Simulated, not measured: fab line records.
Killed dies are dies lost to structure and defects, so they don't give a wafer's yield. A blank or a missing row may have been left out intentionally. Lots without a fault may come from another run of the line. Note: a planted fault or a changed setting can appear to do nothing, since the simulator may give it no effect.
Code-filled problem report in 8D (eight disciplines) form -- flow n5_finfet -- the parts of the form that need people (team, actions taken, sign-off) are left out

## 1. WHAT IS WRONG
thk_nm at N5_FIN_SAQP_THK_MEAS_05 reads a mean of 34.2 nm on 3 wafers of 3 lots; wafers without a fault read 37.9 nm with a standard deviation of 0.6. Relative to the usual mean, that is a shift of -6.2 standard deviations.
First seen on wafer L808.2, day 4 03:53, on film_metro-01. The record has a number at this step for 43 wafers belonging to 15 lots. By rule, "out" or "out of limits" means more than 4 standard deviations away from the usual mean. All remaining wafers that have a number are taken as sound.

## 2. WHAT IT IS AND WHAT IT IS NOT
question,is,is not
which readings at this step,thk_nm,-
which lots,"L808, L810, L813","L799, L800, L802, L803, L805, L806, L807, L809, L816, L818, L820, L822"
which wafers of those lots,"L808.2, L810.4, L813.2","L808.3, L808.6, L810.3, L813.3"
read on which gauges,"film_metro-01, film_metro-02",-
when,from day 4 03:53,"up to then (23 sound wafers); but 17 sound wafers of L809, L810, L813, L816, L818, L820, L822 came after"

## 3. SUSPECTS, AND WHAT RULES EACH OUT
Counting: a tool at a process step up to the reading stays a suspect if it ran every lot that is out. Sound lots after the first of them don't rule it out here, since some wafers of a struck lot are sound.
- the gauge at N5_FIN_SAQP_THK_MEAS_05: ruled out. 2 gauges (film_metro-01, film_metro-02) read the wafers that are out.
- pecvd-04 at N5_FIN_SAQP_HM_DEP_03 (deposits SiNx from SiH4/NH3/N2, target thk 38 nm, time 33.6 s): kept. It processed each lot that is out (first: L808, day 4 03:48); up to then, its last sound lot is L807 (day 3 23:08).
Left after counting: pecvd-04 at N5_FIN_SAQP_HM_DEP_03.

## 4. THE CAUSE (what the simulator had put in)
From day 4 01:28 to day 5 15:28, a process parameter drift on pecvd-04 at N5_FIN_SAQP_HM_DEP_03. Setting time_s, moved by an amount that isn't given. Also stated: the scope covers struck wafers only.
The count eliminated every tool but this one.

## 5. THE EFFECT CHAIN, in route order
One row per reading whose mean, taken over the struck wafers that have a number, lies over 3 standard deviations from the usual. Only readings whose record carries a usual standard deviation are examined. hours: median over the lots of the time between each lot's start at the first step of this table that gives one and its start at this step. sigmas: the change, counted in usual standard deviations.
hours,step,reading,usual,on struck wafers,change,sigmas
0,N5_FIN_SAQP_THK_MEAS_05,thk_nm,37.9 nm,34.2,-3.7,-6.2
5,N5_FIN_SAQP_HM_OPEN_33,etch_rf_on_time_s,69.2 s,62.6,-6.6,-4.4
Process steps it contains:
- N5_FIN_SAQP_HM_OPEN_33: chemistry CH3F/O2, target SiNx, target depth 49.4 nm, time 70.6 s.
At these later measuring or inspecting steps, every struck wafer for which the step has a row has a number for every such reading, and none has moved that far: N5_BEOL_M4_RC_MEAS_101.

## 6. HOW IT WOULD HAVE BEEN CAUGHT EARLIER
Counted from the fault's start at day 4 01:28, it took 2 hours until the first out-of-limits reading at a measuring or inspecting step in this record, taken at day 4 03:53.
Of the tool readings at N5_FIN_SAQP_HM_DEP_03 for which the record gives a usual standard deviation, none was out on any struck wafer, so an alarm limit of 4 standard deviations on them would not have fired.
Lots out: 3; of these, L810, L813 started N5_FIN_SAQP_HM_DEP_03 on pecvd-04 after day 4 03:53. A hold on the tool at that time would have spared those 2.
